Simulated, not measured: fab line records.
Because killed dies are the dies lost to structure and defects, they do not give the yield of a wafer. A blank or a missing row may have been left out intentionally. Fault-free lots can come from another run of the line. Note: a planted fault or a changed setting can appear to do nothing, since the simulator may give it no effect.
Chamber matching :: flow n5Finfet :: 3 sister chambers for N5_GATE_CUT_PECVD_57 on pecvd-01
The step deposits SiNx from SiH4/NH3/N2, target thk 21 nm. 16 wafers are shown with their chamber, then 8 later ones without.

== EACH WAFER AND ITS CHAMBER ==
wafer: L078.2
chamber: 1
throttleValvePct (%): 35.8
showerheadVppV (V): 996
heaterPowerW (W): 933

wafer: L078.3
chamber: 1
throttleValvePct (%): 35.9
showerheadVppV (V): 996
heaterPowerW (W): 928

wafer: L078.6
chamber: 2
throttleValvePct (%): 38.8
showerheadVppV (V): 1081
heaterPowerW (W): 675

wafer: L083.2
chamber: 1
throttleValvePct (%): 35.7
showerheadVppV (V): 1001
heaterPowerW (W): 920

wafer: L083.3
chamber: 0
throttleValvePct (%): 39.4
showerheadVppV (V): 1089
heaterPowerW (W): 768

wafer: L083.6
chamber: 0
throttleValvePct (%): 39.5
showerheadVppV (V): 1096
heaterPowerW (W): 757

wafer: L085.1
chamber: 1
throttleValvePct (%): 36.0
showerheadVppV (V): 990
heaterPowerW (W): 916

wafer: L085.4
chamber: 2
throttleValvePct (%): 38.9
showerheadVppV (V): 1078
heaterPowerW (W): 720

wafer: L085.6
chamber: 0
throttleValvePct (%): 39.4
showerheadVppV (V): 1087
heaterPowerW (W): 821

wafer: L089.2
chamber: 0
throttleValvePct (%): 39.7
showerheadVppV (V): 1067
heaterPowerW (W): 796

wafer: L089.3
chamber: 1
throttleValvePct (%): 35.8
showerheadVppV (V): 987
heaterPowerW (W): 882

wafer: L089.5
chamber: 0
throttleValvePct (%): 39.4
showerheadVppV (V): 1103
heaterPowerW (W): 815

wafer: L091.2
chamber: 2
throttleValvePct (%): 38.9
showerheadVppV (V): 1060
heaterPowerW (W): 779

wafer: L091.5
chamber: 0
throttleValvePct (%): 39.4
showerheadVppV (V): 1083
heaterPowerW (W): 798

wafer: L091.6
chamber: 2
throttleValvePct (%): 39.1
showerheadVppV (V): 1090
heaterPowerW (W): 785

wafer: L095.2
chamber: 1
throttleValvePct (%): 36.0
showerheadVppV (V): 982
heaterPowerW (W): 896

SIGNATURES (means of the wafers above)
reading: throttleValvePct
chamber 0: 39.467
chamber 1: 35.867
chamber 2: 38.925
scatter within a chamber: 0.122

reading: showerheadVppV
chamber 0: 1087.50
chamber 1: 992.00
chamber 2: 1077.25
scatter within a chamber: 10.6

reading: heaterPowerW
chamber 0: 792.50
chamber 1: 912.50
chamber 2: 739.75
scatter within a chamber: 32
Rule: a wafer lies at a distance from a chamber equal to the root of the sum of squares, over the readings, of (its reading less the chamber's mean, divided by the reading's scatter). The wafer belongs to the nearest chamber; if the next one is less than 2 further off, it can't be placed. The scatter: the root of (the sum of the squares of (reading less its chamber's mean) over the shown wafers, divided by (wafers less chambers)).

== WAFERS WITHOUT THEIR CHAMBER ==
wafer: L095.5
throttleValvePct (%): 35.8
showerheadVppV (V): 995
heaterPowerW (W): 866

wafer: L095.6
throttleValvePct (%): 39.0
showerheadVppV (V): 1084
heaterPowerW (W): 690

wafer: L096.2
throttleValvePct (%): 39.7
showerheadVppV (V): 1096
heaterPowerW (W): 817

wafer: L096.5
throttleValvePct (%): 35.7
showerheadVppV (V): 993
heaterPowerW (W): 878

wafer: L096.6
throttleValvePct (%): 38.9
showerheadVppV (V): 1072
heaterPowerW (W): 739

wafer: L097.1
throttleValvePct (%): 35.6
showerheadVppV (V): 989
heaterPowerW (W): 884

wafer: L097.5
throttleValvePct (%): 38.9
showerheadVppV (V): 1057
heaterPowerW (W): 713

wafer: L097.6
throttleValvePct (%): 36.0
showerheadVppV (V): 991
heaterPowerW (W): 910

== THE CHAMBER EACH PASSED THROUGH ==
wafer: L095.5
from the rows above: 1
in truth: 1

wafer: L095.6
from the rows above: 2
in truth: 2

wafer: L096.2
from the rows above: 0
in truth: 0

wafer: L096.5
from the rows above: 1
in truth: 1

wafer: L096.6
from the rows above: 2
in truth: 2

wafer: L097.1
from the rows above: 1
in truth: 1

wafer: L097.5
from the rows above: 2
in truth: 2

wafer: L097.6
from the rows above: 1
in truth: 1
Correctly placed: 8 of 8. Number that these rows cannot place: 0. 0 placed wrongly.
